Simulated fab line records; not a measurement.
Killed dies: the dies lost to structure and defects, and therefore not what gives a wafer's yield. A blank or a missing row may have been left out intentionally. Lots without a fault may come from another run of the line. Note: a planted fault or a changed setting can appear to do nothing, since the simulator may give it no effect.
What tool caused it? ; flow nand-harc ; 12 lots with 36 wafers sampled at 5 steps, on a route of 1302 steps

## WHAT THE GAUGES READ, wafer by wafer
NHARC_END_SORT_01. Usual: killed-at-array 59, standard deviation 21; killed-at-other 1.0, standard deviation 1.1; killed-at-periphery 4.0, standard deviation 2.6; killed-dies 64, standard deviation 21; killed-open 3.2, standard deviation 1.7; killed-short 2.5, standard deviation 1.5.
lot;measured;on;killed-at-array;killed-at-other;killed-at-periphery;killed-dies;killed-open;killed-short;flag
L687;day 29 22:45;prober-01;668 668 672;0 2 2;9 7 3;677 677 677;1 1 2;4 2 2;OFF
L690;day 30 09:40;prober-02;674 670 671;0 1 1;3 6 5;677 677 677;3 3 2;0 1 2;OFF
L688;day 30 16:52;prober-01;675 673 672;1 0 2;1 4 3;677 677 677;5 3 6;2 3 1;OFF

## WHAT TOOL EACH LOT RAN ON (gives the tool, then ch and the chambers of the sampled wafers, and finally the start)
lot;NHARC_A_CONTACT_DEP_28;NHARC_A_CONTACT_ETCH_113;NHARC_A_CONTACT_ETCH_122;NHARC_A_CONTACT_ETCH_96
L676;acl-dep-02 ch 0, day 21 18:41;har-cap-etch-02 ch 0,1, day 22 02:32;har-cap-etch-02 ch 0,1, day 22 04:04;rie-diel-02 ch 0,3, no start
L677;acl-dep-01 ch 0, day 23 16:55;har-cap-etch-03 ch 0,1, day 24 00:32;har-cap-etch-03 ch 0,1, day 24 02:04;rie-diel-02 ch 2,3, no start
L680;acl-dep-02 ch 0, day 23 18:35;har-cap-etch-01 ch 0,1, day 24 00:44;har-cap-etch-01 ch 0,1, day 24 02:17;rie-diel-03 ch 0,2, no start
L681;acl-dep-02 ch 0, day 24 12:50;har-cap-etch-03 ch 0,1, day 24 18:19;har-cap-etch-03 ch 0,1, day 24 19:59;rie-diel-03 ch 1,2,3, no start
L684;acl-dep-02 ch 0, day 25 10:35;har-cap-etch-01 ch 0,1, day 25 17:17;har-cap-etch-01 ch 0,1, day 25 18:49;rie-diel-03 ch 1,2,3, no start
L687;acl-dep-03 ch 0, day 26 15:58;har-cap-etch-03 ch 0,1, day 26 23:20;har-cap-etch-03 ch 0,1, day 27 01:13;rie-diel-09 ch 0,2,3, day 29 22:45 or earlier
L690;acl-dep-03 ch 0, day 27 02:17;har-cap-etch-02 ch 0,1, day 27 10:31;har-cap-etch-02 ch 0,1, day 27 12:03;rie-diel-02 ch 0,2,3, day 30 09:40 or earlier
L688;acl-dep-02 ch 0, day 27 09:29;har-cap-etch-01 ch 0,1, day 27 17:15;har-cap-etch-01 ch 0,1, day 27 19:19;rie-diel-09 ch 0,2,3, day 30 16:52 or earlier
L692;acl-dep-02 ch 0, day 29 02:40;har-cap-etch-01 ch 0,1, day 29 09:56;har-cap-etch-01 ch 0,1, day 29 11:28;rie-diel-03 ch 1,2,3, no start
L694;acl-dep-03 ch 0, day 29 20:14;har-cap-etch-03 ch 0,1, day 30 03:32;har-cap-etch-03 ch 0,1, day 30 05:05;rie-diel-02 ch 0,2,3, no start
L695;acl-dep-01 ch 0, day 29 20:17;har-cap-etch-01 ch 0,1, day 30 04:09;har-cap-etch-01 ch 0,1, day 30 05:41;rie-diel-09 ch 1,2,3, no start
L697;acl-dep-02 ch 0, day 30 10:04;har-cap-etch-01 ch 0,1, day 30 17:28;har-cap-etch-01 ch 0,1, day 30 18:59;rie-diel-03 ch 1,2, no start
- NHARC_A_CONTACT_DEP_28: deposits aC, target thk 7000 nm.
- NHARC_A_CONTACT_ETCH_113: etches the open film in C4F8/O2/Ar, time 190 s, target depth 1850 nm.
- NHARC_A_CONTACT_ETCH_122: etches the open film in C4F8/O2/Ar, time 190 s, target depth 1850 nm.
- NHARC_A_CONTACT_ETCH_96: etches the open film in C4F6/O2, target depth 20 nm, time 10 s.

## AS READ BY THE TOOLS THEMSELVES (means over the sampled wafers that have a number; for cases with no such wafer, the mark the record gives instead)
NHARC_A_CONTACT_DEP_28. Usual: 35.000 % for throttle-valve-pct, sd 0.0097.
lot;tool;throttle-valve-pct (%);flag
L676;acl-dep-02;34.999;
L677;acl-dep-01;34.999;
L680;acl-dep-02;34.995;
L681;acl-dep-02;35.012;
L684;acl-dep-02;35.007;
L687;acl-dep-03;34.999;
L690;acl-dep-03;34.997;
L688;acl-dep-02;34.992;
L692;acl-dep-02;35.007;
L694;acl-dep-03;35.001;
L695;acl-dep-01;34.988;
L697;acl-dep-02;34.999;

NHARC_A_CONTACT_ETCH_113. Usual: chamber-pressure-mTorr 20.000 mTorr, standard deviation 0.017; oes-air-line-au 1.000 a.u., standard deviation 0.021.
lot;tool;chamber-pressure-mTorr (mTorr);oes-air-line-au (a.u.);flag
L676;har-cap-etch-02;20.019;1.012;
L677;har-cap-etch-03;20.002;0.992;
L680;har-cap-etch-01;19.997;0.985;
L681;har-cap-etch-03;19.989;1.006;
L684;har-cap-etch-01;20.004;0.998;
L687;har-cap-etch-03;-;-;OFF
L690;har-cap-etch-02;-;-;OFF
L688;har-cap-etch-01;-;-;OFF
L692;har-cap-etch-01;20.005;0.998;
L694;har-cap-etch-03;20.004;0.985;
L695;har-cap-etch-01;20.000;1.008;
L697;har-cap-etch-01;19.993;1.002;

NHARC_A_CONTACT_ETCH_122. Usual: chamber-pressure-mTorr 19.999 mTorr, standard deviation 0.019; oes-air-line-au 0.999 a.u., standard deviation 0.022.
lot;tool;chamber-pressure-mTorr (mTorr);oes-air-line-au (a.u.);flag
L676;har-cap-etch-02;20.003;1.001;
L677;har-cap-etch-03;20.002;0.975;
L680;har-cap-etch-01;19.978;0.978;
L681;har-cap-etch-03;19.992;0.981;
L684;har-cap-etch-01;20.013;1.010;
L687;har-cap-etch-03;19.981;0.981;
L690;har-cap-etch-02;19.981;1.025;
L688;har-cap-etch-01;19.991;0.995;
L692;har-cap-etch-01;20.002;1.022;
L694;har-cap-etch-03;20.007;1.006;
L695;har-cap-etch-01;19.997;1.004;
L697;har-cap-etch-01;19.999;0.998;

NHARC_A_CONTACT_ETCH_96. Usual: value, then standard deviation, for each; bias-w 499.9 W / 1.6; c4f6-flow-sccm 24.99 sccm / 0.08; drypump-motor-current-A 5.6 A / 0.45; oes-product-au 0.969 a.u. / 0.028; rf-vpp-V 546 V / 3.7; showerhead-plenum-p-Torr 3.87 Torr / 0.18; throttle-valve-pct 26.902 % / 0.0086.
lot;tool;bias-w (W);c4f6-flow-sccm (sccm);drypump-motor-current-A (A);oes-product-au (a.u.);rf-vpp-V (V);showerhead-plenum-p-Torr (Torr);throttle-valve-pct (%);flag
L676;rie-diel-02;499.9;24.99;5.9;0.948;543;3.70;26.903;
L677;rie-diel-02;500.3;24.96;5.7;0.945;543;3.75;26.908;
L680;rie-diel-03;502.0;24.97;5.5;0.979;542;3.66;26.904;
L681;rie-diel-03;499.7;24.97;5.3;0.998;546;3.91;26.898;
L684;rie-diel-03;499.4;25.10;5.2;0.931;546;3.90;26.907;
L687;rie-diel-09;498.6;25.00;5.8;1.002;549;3.95;26.894;
L690;rie-diel-02;500.3;24.91;5.5;0.995;547;3.91;26.898;
L688;rie-diel-09;500.1;25.02;5.8;0.949;547;3.94;26.903;
L692;rie-diel-03;500.3;25.03;5.3;0.967;550;4.09;26.902;
L694;rie-diel-02;500.7;25.03;5.5;0.973;547;3.90;26.904;
L695;rie-diel-09;498.3;25.02;5.9;0.956;548;3.99;26.902;
L697;rie-diel-03;498.5;24.96;5.1;0.966;549;4.03;26.906;

## THE ANSWER, worked out from the rows above alone
Rule: lot off if the mean of its wafers having a number is beyond 3 standard deviations from the usual mean. Also off: a lot with no number at a reading for which 4 or more lots have one. Any other lot the step has rows for is counted as sound. After the gauges, taken in route order, come the tools' own readings; for these a lot's mean is taken, as printed above. At the first step where some lot is off, the reading lying furthest off is the one used; lots without a number count as furthest.
Off, at NHARC_END_SORT_01 on killed-at-array: L687, L690, L688. Neither off nor sound, because the step has no rows for them: L676, L677, L680, L681, L684, L692, L694, L695, L697.
If a tool, at a process step before that reading, ran all the lots that are off and no sound lot after the first of them, it fits. The gauges at NHARC_END_SORT_01 aren't tried: what is off there is off at NHARC_A_CONTACT_ETCH_113 too, on other tools, and a gauge's error can't cause that. Because NHARC_A_CONTACT_ETCH_96 lacks a start for some lots, the hours and order of its lots are taken from NHARC_END_SORT_01. No candidate that was tried fits.

## WHAT WAS PUT IN BY THE SIMULATOR
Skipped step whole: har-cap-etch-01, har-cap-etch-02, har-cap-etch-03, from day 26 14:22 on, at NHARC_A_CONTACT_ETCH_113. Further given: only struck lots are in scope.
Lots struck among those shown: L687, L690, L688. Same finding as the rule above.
